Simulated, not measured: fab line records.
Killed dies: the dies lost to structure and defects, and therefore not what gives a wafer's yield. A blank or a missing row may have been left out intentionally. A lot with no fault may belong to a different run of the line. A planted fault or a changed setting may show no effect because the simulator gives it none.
Chamber matching	flow nand-harc	3 sister chambers for NHARC_P_M1_PRE_CLEAN_32 on pecvd-04
The step time 12 s. 3 wafers are shown with their chamber, then 7 later ones without.

== WAFERS WITH THEIR CHAMBER ==
wafer	chamber	heater-power-w (W)
L082.1	2	770
L085.2	1	557
L085.3	0	677

== WAFERS WITH NO CHAMBER GIVEN ==
wafer	heater-power-w (W)
L085.5	566
L092.1	546
L092.4	742
L092.5	775
L094.2	721
L094.3	805
L094.5	826

== WHICH CHAMBER EACH ONE RAN IN ==
wafer	from the rows above	in truth
L085.5	1	1
L092.1	1	1
L092.4	can't be placed: 2 or 0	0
L092.5	2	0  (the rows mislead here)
L094.2	can't be placed: 0 or 2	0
L094.3	2	2
L094.5	2	2
4 of 7 placed correctly. Unplaceable from these rows: 2, with the true chamber sitting among the candidates in 2. Wrongly placed: 1.
How it was worked out, from the rows above alone: a wafer's distance from a chamber is the root of the sum, over the readings, of the square of ((its reading less the chamber's mean) divided by the reading's scatter). The wafer belongs to the nearest chamber; if the next one is less than 2 further off, it can't be placed. For every chamber, the mean is computed from those of its wafers that are shown. The scatter: root of mean squared gap, hidden wafer to nearest shown wafer, with one shown wafer a chamber.
